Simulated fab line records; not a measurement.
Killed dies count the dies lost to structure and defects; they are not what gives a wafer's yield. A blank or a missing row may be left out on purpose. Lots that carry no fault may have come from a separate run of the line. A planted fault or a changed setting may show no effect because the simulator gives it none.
fab line records	flow n5_finfet
record lots=12	wafers=34	last_day=18
route steps=1938 shown BEOL_M11@1587 BEOL_M12@1602 PASSIVATION@1936
lots untouched by any fault: they come from a run of this same line in which no faults occurred
start_h: the number of hours between the record's first day and the start of the first shown wafer of the lot	wait_h: hours since the lot's step before	" repeats the value in the row above	L1.1+2: several wafers, shown together as one row	- either no value or no given start	* or withheld: withheld	< > ~ a bound
route shown NAME@n: NAME is a module with steps in the file, n the number in the route of the first one	usual: mean and standard deviation over wafers with no fault	same: alike in all rows	chamber/n: place in a boat	sites: each site's reading	_std_site: the standard deviation of these	_edge_site: the outer-site mean with the inner-site mean subtracted	radius_mm: how far each site lies from the wafer's centre	mask NAME#n: copy n	behind: the most recent tool/chamber to have shaped the wafer	hold: why the lot went on hold/how many hours it stayed there/how the hold came to an end	device: names the non-switching transistor (n, p or np)	end of line: at the end of the route, the tests of the same wafers	a step without rows: its recipe alone	killed: the dies lost at the first sort to structure and to defects; this is not the yield of the wafer	map: per-die view of a wafer (x killed, . not killed, _ where there is no die)
set.NAME: the setting the step ran with; set.NAME@STEP: the setting that earlier step ran with	model.NAME: the simulator's own value behind a step, which no gauge read
one table for each step of the route and one row for each wafer, over a sample of lots
services: when a tool's chamber went out of use (start_h, in hours from the record's first day, below 0 if earlier), for how many hours, and the reason
## steps
# step N5_BEOL_M11_CURE_72
# recipe temp_c=370	time_s=120	ambient=DMADMS/He	material=SiCOH_lowk
# usual lamp_power_pct=52.31/0.054	wafer_temp_C_max=371.8/0.51
lot.wafer	tool	chamber	start_h	wait_h	lamp_power_pct	wafer_temp_C_max
L374.1	uv_cure-02	2	254.40	0.0	52.35	371.7
L374.2	"	2	"	"	52.37	371.8
L374.3	"	2	"	"	52.29	371.9
L375.1	uv_cure-01	2	255.51	0.0	52.33	371.9
L375.2	"	2	"	"	52.23	371.3
L375.6	"	2	"	"	52.36	372.1
L377.1	uv_cure-01	1	258.44	0.6	52.30	371.1
L377.4	"	1	"	"	52.34	371.7
L377.6	"	1	"	"	52.27	371.0
L379.3	uv_cure-02	1	270.47	0.1	52.22	372.2
L379.5	"	1	"	"	52.28	372.2
L379.6	"	1	"	"	52.33	372.0
L378.2	uv_cure-01	1	270.79	0.1	52.26	371.6
L378.4	"	1	"	"	52.34	371.6
L378.5	"	1	"	"	52.26	371.6
L380.2	uv_cure-03	1	283.70	0.1	52.41	372.0
L380.3	"	1	"	"	52.27	372.2
L380.4	"	1	"	"	52.37	371.5
L384.3	uv_cure-03	2	292.15	0.1	52.33	372.2
L384.5	"	2	"	"	52.21	372.6
L384.6	"	2	"	"	52.23	372.1
L383.1	uv_cure-03	0	307.34	0.0	52.33	372.2
L383.2	"	0	"	"	52.14	371.5
L383.4	"	0	"	"	52.38	371.3
L385.3	uv_cure-01	1	339.86	0.2	52.38	371.4
L385.4	"	1	"	"	52.32	370.6
L385.5	"	1	"	"	52.34	371.0
L387.6	uv_cure-03	2	341.85	0.3	52.40	372.1
L395.3	uv_cure-03	2	383.23	0.6	52.30	372.3
L395.4	"	2	"	"	52.30	372.4
L395.6	"	2	"	"	52.34	372.4
L396.1	uv_cure-01	1	387.04	0.0	52.36	371.3
L396.2	"	1	"	"	52.25	371.4
L396.6	"	1	"	"	52.28	371.3
# step N5_BEOL_M11_SURFACE_TREAT_76
# recipe gas=Ar	time_s=*	ion_energy_ev=*	ion_current_ma_cm2=0.5	pressure_mtorr=*	ar_flow_sccm=30
# usual throttle_valve_pct=*
lot.wafer	tool	chamber	start_h	wait_h	throttle_valve_pct
L374.1	pvd_sputter-01	-	255.40	0.4	*
L374.2	"	-	"	"	*
L374.3	"	-	"	"	*
L375.1	pvd_sputter-03	-	257.78	0.2	*
L375.2	"	-	"	"	*
L375.6	"	-	"	"	*
L377.1	pvd_sputter-03	-	259.30	0.2	*
L377.4	"	-	"	"	*
L377.6	"	-	"	"	*
L379.3	pvd_sputter-03	-	271.09	0.2	*
L379.5	"	-	"	"	*
L379.6	"	-	"	"	*
L378.2	pvd_sputter-03	-	273.07	1.5	*
L378.4	"	-	"	"	*
L378.5	"	-	"	"	*
L380.2	pvd_sputter-01	-	284.55	0.2	*
L380.3	"	-	"	"	*
L380.4	"	-	"	"	*
L384.3	pvd_sputter-01	-	293.33	0.2	*
L384.5	"	-	"	"	*
L384.6	"	-	"	"	*
L383.1	pvd_sputter-02	-	308.47	0.3	*
L383.2	"	-	"	"	*
L383.4	"	-	"	"	*
L385.3	pvd_sputter-01	-	340.94	0.2	*
L385.4	"	-	"	"	*
L385.5	"	-	"	"	*
L387.6	pvd_sputter-01	-	343.92	1.4	*
L395.3	pvd_sputter-02	-	384.10	0.3	*
L395.4	"	-	"	"	*
L395.6	"	-	"	"	*
L396.1	pvd_sputter-01	-	388.01	0.2	*
L396.2	"	-	"	"	*
L396.6	"	-	"	"	*
# step N5_BEOL_M12_ILD_DEP_00
# recipe material=SiOC	target_thk_a=6589.2	temp_c=350	precursor=DEMS/O2	pressure_torr=5	rf_w=500	time_s=130.7
# usual chamber_pressure_Torr=5.000/0.01	heater_power_w=469/58	showerhead_plenum_p_Torr=5.689/0.014	susceptor_temp_C=350.00/0.19	throttle_valve_pct=11.9/0.9
lot.wafer	tool	chamber	start_h	wait_h	chamber_pressure_Torr	heater_power_w	showerhead_plenum_p_Torr	susceptor_temp_C	throttle_valve_pct
L374.1	pecvd-02	1	258.20	0.0	5.003	409	5.681	350.04	12.9
L374.2	"	0	"	"	5.003	501	5.667	350.31	11.2
L374.3	"	2	"	"	5.018	460	5.699	349.67	11.4
L375.1	pecvd-02	0	258.96	0.0	5.002	544	5.669	350.04	11.2
L375.2	"	1	"	"	4.999	415	5.696	350.12	13.1
L375.6	"	2	"	"	5.016	435	5.687	350.15	11.4
L377.1	pecvd-03	1	262.74	0.0	4.992	436	5.700	350.14	13.5
L377.4	"	2	"	"	4.997	475	5.681	350.22	10.8
L377.6	"	1	"	"	5.005	475	5.713	350.17	13.2
L379.3	pecvd-02	2	274.15	0.0	5.008	503	5.708	349.96	11.1
L379.5	"	2	"	"	5.002	389	5.686	349.49	11.3
L379.6	"	1	"	"	5.001	435	5.676	349.90	12.8
L378.2	pecvd-02	1	274.55	0.0	4.987	473	5.711	349.97	12.9
L378.4	"	0	"	"	4.989	481	5.660	350.05	11.3
L378.5	"	1	"	"	5.001	360	5.678	350.15	12.9
L380.2	pecvd-03	0	285.99	0.0	5.014	592	5.673	350.06	12.6
L380.3	"	1	"	"	4.993	420	5.706	350.33	13.3
L380.4	"	2	"	"	5.003	474	5.703	349.91	10.7
L384.3	pecvd-02	1	294.95	0.0	4.997	451	5.692	350.17	12.7
L384.5	"	0	"	"	5.001	431	5.668	349.98	11.2
L384.6	"	1	"	"	4.985	466	5.687	349.78	12.9
L383.1	pecvd-02	2	309.66	0.0	5.009	460	5.691	350.17	11.3
L383.2	"	0	"	"	4.998	543	5.685	353.87	11.4
L383.4	"	0	"	"	5.005	449	5.673	354.18	11.0
L385.3	pecvd-02	0	342.16	0.0	4.996	550	5.664	353.82	11.3
L385.4	"	1	"	"	4.999	426	5.693	349.89	13.0
L385.5	"	2	"	"	5.005	388	5.675	349.82	11.6
L387.6	pecvd-02	2	345.33	0.1	4.992	487	5.689	350.06	11.4
L395.3	pecvd-03	0	385.81	0.0	4.999	629	5.679	350.11	12.5
L395.4	"	1	"	"	4.990	363	5.700	350.26	13.3
L395.6	"	0	"	"	4.997	504	5.685	350.05	12.8
L396.1	pecvd-03	1	389.60	0.0	4.992	481	5.709	349.85	13.6
L396.2	"	2	"	"	4.985	488	5.693	350.03	10.8
L396.6	"	1	"	"	4.987	358	5.699	350.15	13.3
# step N5_BEOL_M12_THK_MEAS_01
# recipe reads=SiOC_of_BEOL_M12_ILD_DEP_00
# usual M12_ILD_THK=660/10
lot.wafer	tool	chamber	start_h	wait_h	M12_ILD_THK[nm]
L374.1	film_metro-01	-	258.33	0.1	660
L374.2	"	-	"	"	653
L374.3	"	-	"	"	642
L375.1	film_metro-01	-	259.09	0.1	643
L375.2	"	-	"	"	651
L375.6	"	-	"	"	645
L377.1	film_metro-02	-	262.87	0.1	656
L377.4	"	-	"	"	652
L377.6	"	-	"	"	661
L379.3	film_metro-02	-	274.28	0.1	641
L379.5	"	-	"	"	660
L379.6	"	-	"	"	663
L378.2	film_metro-02	-	274.68	0.1	658
L378.4	"	-	"	"	665
L378.5	"	-	"	"	664
L380.2	film_metro-02	-	286.12	0.1	664
L380.3	"	-	"	"	664
L380.4	"	-	"	"	677
L384.3	film_metro-02	-	295.08	0.1	655
L384.5	"	-	"	"	659
L384.6	"	-	"	"	661
L383.1	film_metro-01	-	309.84	0.1	635
L383.2	"	-	"	"	646
L383.4	"	-	"	"	661
L385.3	film_metro-01	-	342.29	0.1	647
L385.4	"	-	"	"	666
L385.5	"	-	"	"	654
L387.6	film_metro-02	-	345.42	0.0	662
L395.3	film_metro-02	-	385.94	0.1	662
L395.4	"	-	"	"	681
L395.6	"	-	"	"	671
L396.1	film_metro-02	-	389.73	0.1	663
L396.2	"	-	"	"	650
L396.6	"	-	"	"	674
# step N5_PASSIVATION_PROBE_49
# usual defect_limited_yield=91.2/1.4	killed_at_M0_to_M3=34/11	killed_at_M4_up=14/6.3	killed_at_contacts=13/7.4	killed_at_front_end=38/11	killed_at_other=4.3/2.9	killed_dies=103/17	killed_on_rim=14/4.1	killed_open=68/12	killed_short=34/8	sort_bin_4_leakage=0.00/0.027	sort_bin_5_function=5.1/0.9	sort_bin_6_memory=3.3/0.66	sort_n_pass=1077/17	sort_yield_pct=91.2/1.4
# same gross_dies=1180	killed_at_back_side=0	sort_bin_8_speed[%]=0
lot.wafer	tool	chamber	start_h	wait_h	defect_limited_yield[%]	killed_at_M0_to_M3	killed_at_M4_up	killed_at_contacts	killed_at_front_end	killed_at_other	killed_dies	killed_on_rim	killed_open	killed_short	sort_bin_4_leakage[%]	sort_bin_5_function[%]	sort_bin_6_memory[%]	sort_n_pass	sort_yield_pct[%]
L374.1	prober-01	-	294.99	0.0	91.8	32	12	3	43	7	97	13	67	29	0	5.3	2.7	1083	91.8
L374.2	prober-01	-	295.04	0.1	92.5	31	15	7	32	4	89	15	57	31	0	5.0	2.2	1091	92.5
L374.3	prober-01	-	295.09	0.1	94.4	24	5	12	21	4	66	4	52	14	0	3.6	1.9	1114	94.4
L377.1	prober-01	-	309.80	0.0	91.4	42	15	7	33	5	102	13	68	34	0	4.5	3.9	1078	91.4
L377.4	prober-01	-	309.95	0.2	91.4	39	13	13	35	1	101	7	65	31	0	4.9	3.1	1079	91.4
L377.6	prober-01	-	310.05	0.3	94.2	25	13	3	26	1	68	7	44	24	0	3.8	1.9	1112	94.2
L379.3	prober-01	-	313.36	0.1	92.1	27	10	20	33	3	93	12	70	22	0	4.9	2.9	1087	92.1
L379.5	prober-01	-	313.46	0.2	92.2	24	9	21	37	1	92	14	59	33	0	4.7	2.7	1088	92.2
L379.6	prober-01	-	313.51	0.3	92.1	7	9	22	51	4	93	14	50	39	0	3.9	3.3	1087	92.1
L380.2	prober-01	-	328.24	0.1	89.9	20	16	40	32	11	119	14	83	36	0	5.8	3.9	1061	89.9
L380.3	prober-01	-	328.29	0.1	90.9	15	11	22	57	2	107	15	72	35	0	5.4	3.4	1073	90.9
L380.4	prober-01	-	328.34	0.2	91.8	19	11	25	38	4	97	10	69	28	0	4.2	3.8	1083	91.8
L384.3	prober-01	-	337.83	0.1	91.0	33	19	9	44	1	106	11	69	33	0	4.7	4.2	1074	91.0
L384.5	prober-01	-	337.93	0.2	93.1	37	8	5	27	4	81	9	57	24	0	4.4	2.5	1099	93.1
L384.6	prober-01	-	337.98	0.3	90.7	44	13	11	32	10	110	25	73	37	0	5.8	3.1	1070	90.7
L383.1	prober-02	-	345.96	0.0	91.7	35	18	5	36	4	98	12	67	29	0	4.6	3.5	1082	91.7
L383.2	prober-02	-	346.01	0.1	91.2	47	8	15	32	2	104	13	68	35	0	4.6	3.8	1076	91.2
L383.4	prober-02	-	346.11	0.2	90.3	45	12	10	42	5	114	13	71	41	0	5.4	4.0	1066	90.3
# killed by level:class
L374.1 STI_FIN_REVEAL:geometric_particle:open=14 BEOL_M2:geometric_particle:open=9 DUMMY_GATE:geometric_particle:open=5 BEOL_M0_SAQP:geometric_particle:short=5 BEOL_M3:geometric_particle:open=5 BEOL_M4:geometric_particle:open=5 STI_FIN_REVEAL:geometric_particle:short=4 PAD_METAL:geometric_particle:open=4
L374.2 BEOL_M2:geometric_particle:open=11 BEOL_M4:geometric_particle:open=8 MOL_CONTACT_COAG:geometric_particle:open=7 FIN_SAQP:geometric_particle:short=6 STI_FIN_REVEAL:geometric_particle:open=6 BEOL_M0_SAQP:geometric_particle:short=6 DUMMY_GATE:geometric_particle:open=4 STARTING-WAFER:geometric_particle:short=4
L374.3 MOL_CONTACT_COAG:geometric_particle:open=10 BEOL_M2:geometric_particle:open=8 BEOL_M1:geometric_particle:open=6 STI_FIN_REVEAL:geometric_particle:open=6 FIN_SAQP:geometric_particle:open=4 FIN_SAQP:geometric_particle:short=4 BEOL_M3:geometric_particle:open=4 BEOL_M4:geometric_particle:open=3
L377.1 BEOL_M0_SAQP:geometric_particle:open=14 FIN_SAQP:geometric_particle:short=12 BEOL_M1:geometric_particle:open=11 MOL_CONTACT_COAG:geometric_particle:open=6 BEOL_M0_SAQP:geometric_particle:short=6 DUMMY_GATE:geometric_particle:open=5 FIN_SAQP:geometric_particle:open=4 BEOL_M2:geometric_particle:open=4
L377.4 BEOL_M1:geometric_particle:open=14 BEOL_M3:geometric_particle:open=14 MOL_CONTACT_COAG:geometric_particle:open=10 FIN_SAQP:geometric_particle:short=7 FIN_SAQP:geometric_particle:open=5 ILD0:geometric_particle:short=4 BEOL_M4:geometric_particle:open=4 STARTING-WAFER:geometric_particle:short=4
L377.6 BEOL_M1:geometric_particle:open=10 STI_FIN_REVEAL:geometric_particle:open=5 BEOL_M0_SAQP:geometric_particle:short=5 DUMMY_GATE:geometric_particle:open=4 BEOL_M5:geometric_particle:open=4 DUMMY_GATE:geometric_particle:short=3 GATE_CUT:geometric_particle:short=3 MOL_CONTACT_COAG:geometric_particle:short=3
L379.3 MOL_CONTACT_COAG:geometric_particle:open=18 FIN_SAQP:geometric_particle:open=11 BEOL_M2:geometric_particle:open=8 BEOL_M1:geometric_particle:open=7 BEOL_M4:geometric_particle:open=5 STARTING-WAFER:geometric_particle:short=5 BEOL_M0:geometric_particle:short=3 BEOL_M3:geometric_particle:open=3
L379.5 MOL_CONTACT_COAG:geometric_particle:open=15 FIN_SAQP:geometric_particle:short=11 FIN_SAQP:geometric_particle:open=10 MOL_CONTACT_COAG:geometric_particle:short=6 BEOL_M2:geometric_particle:open=5 STARTING-WAFER:geometric_particle:open=5 STI_FIN_REVEAL:geometric_particle:open=4 BEOL_M0_SAQP:geometric_particle:short=4
L379.6 FIN_SAQP:geometric_particle:short=17 MOL_CONTACT_COAG:geometric_particle:open=16 FIN_SAQP:geometric_particle:open=15 MOL_CONTACT_COAG:geometric_particle:short=6 STI_FIN_REVEAL:geometric_particle:open=4 HKMG_FIN:area_etch=3 DUMMY_GATE:geometric_particle:open=2 ILD0:geometric_particle:short=2
L380.2 MOL_CONTACT_COAG:geometric_particle:open=35 BEOL_M4:geometric_particle:open=7 GATE_CUT:geometric_particle:short=6 BEOL_M0_SAQP:geometric_particle:short=6 PASS1_CAP:geometric_particle:open=5 STI_FIN_REVEAL:geometric_particle:open=5 DUMMY_GATE:geometric_particle:open=5 MOL_CONTACT_COAG:geometric_particle:short=5
L380.3 MOL_CONTACT_COAG:geometric_particle:open=17 FIN_SAQP:geometric_particle:open=13 FIN_SAQP:geometric_particle:short=12 STI_FIN_REVEAL:geometric_particle:open=8 MOL_CONTACT_COAG:geometric_particle:short=5 BEOL_M2:geometric_particle:open=5 SPACER0:geometric_particle:open=4 GATE_CUT:geometric_particle:open=4
L380.4 MOL_CONTACT_COAG:geometric_particle:open=22 STI_FIN_REVEAL:geometric_particle:open=9 GATE_CUT:geometric_particle:short=7 FIN_SAQP:geometric_particle:open=5 BEOL_M2:geometric_particle:open=4 BEOL_M3:geometric_particle:open=4 BEOL_M5:geometric_particle:open=4 FIN_SAQP:geometric_particle:short=3
L384.3 STI_FIN_REVEAL:geometric_particle:open=13 BEOL_M4:geometric_particle:open=10 MOL_CONTACT_COAG:geometric_particle:open=7 FIN_SAQP:geometric_particle:short=6 BEOL_M1:geometric_particle:open=6 BEOL_M0_SAQP:geometric_particle:short=6 BEOL_M3:geometric_particle:open=6 FIN_SAQP:geometric_particle:open=5
L384.5 BEOL_M0_SAQP:geometric_particle:open=11 BEOL_M3:geometric_particle:open=10 FIN_SAQP:geometric_particle:open=8 BEOL_M0_SAQP:geometric_particle:short=8 BEOL_M1:geometric_particle:open=5 DUMMY_GATE:geometric_particle:open=4 MOL_CONTACT_COAG:geometric_particle:open=4 GATE_CUT:geometric_particle:open=3
L384.6 BEOL_M0_SAQP:geometric_particle:open=20 BEOL_M0_SAQP:geometric_particle:short=14 MOL_CONTACT_COAG:geometric_particle:open=10 GATE_CUT:geometric_particle:short=8 STI_FIN_REVEAL:geometric_particle:open=7 FIN_SAQP:geometric_particle:open=4 BEOL_M4:geometric_particle:open=4 DUMMY_GATE:geometric_particle:open=3
L383.1 FIN_SAQP:geometric_particle:open=13 BEOL_M0_SAQP:geometric_particle:open=9 BEOL_M0_SAQP:geometric_particle:short=9 STI_FIN_REVEAL:geometric_particle:open=5 BEOL_M1:geometric_particle:open=5 BEOL_M2:geometric_particle:open=5 BEOL_M3:geometric_particle:open=5 BEOL_M5:geometric_particle:open=5
L383.2 BEOL_M0_SAQP:geometric_particle:open=19 MOL_CONTACT_COAG:geometric_particle:open=13 BEOL_M0_SAQP:geometric_particle:short=10 BEOL_M2:geometric_particle:open=9 FIN_SAQP:geometric_particle:open=8 STI_FIN_REVEAL:geometric_particle:open=8 FIN_SAQP:geometric_particle:short=5 BEOL_M2:geometric_particle:short=5
L383.4 FIN_SAQP:geometric_particle:open=15 FIN_SAQP:geometric_particle:short=12 BEOL_M2:geometric_particle:open=11 MOL_CONTACT_COAG:geometric_particle:open=9 BEOL_M0_SAQP:geometric_particle:open=8 BEOL_M0_SAQP:geometric_particle:short=8 BEOL_M2:geometric_particle:short=8 BEOL_M4:geometric_particle:open=4
## services
tool	chamber	start_h	hours	kind
uv_cure-01	-	231.89	0.6	repair
uv_cure-03	-	232.91	19.3	repair
pecvd-02	0	249.92	2.1	scheduled_down
uv_cure-03	-	252.25	24.9	pm
pvd_sputter-01	-	259.00	8.8	repair
pecvd-02	1	307.58	4.4	repair
pecvd-02	-	335.95	0.3	repair
uv_cure-03	-	342.95	2.1	pm
uv_cure-03	-	347.03	0.9	repair
uv_cure-01	-	352.12	7.4	repair
pecvd-03	0	352.53	6.8	repair
uv_cure-03	-	355.51	0.5	repair
uv_cure-01	-	359.57	7.5	pm
pecvd-03	-	364.63	0.4	repair
uv_cure-01	-	375.98	1.1	repair
uv_cure-02	-	381.76	5.9	repair
## key
first_sign step=N5_BEOL_M12_ILD_DEP_00	reading=susceptor_temp_C	direction=up	sigmas=21	usual=*	struck=*
effect none on later readings
met_at N5_BEOL_M12_ILD_DEP_00
struck_lots L383,L385
struck_wafers L383.2,L383.4,L385.3
not_acting_at N5_BEOL_M11_CURE_72,N5_BEOL_M11_SURFACE_TREAT_76,N5_BEOL_M12_THK_MEAS_01
onset_between 294.95 309.66
fault kind=process_parameter_drift	tool=pecvd-02	chamber=0	onset_h=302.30	steps=N5_BEOL_M12_ILD_DEP_00	channel=temp_c	offset=*	shape=step	end_h=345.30	acts_in=*	stated=*
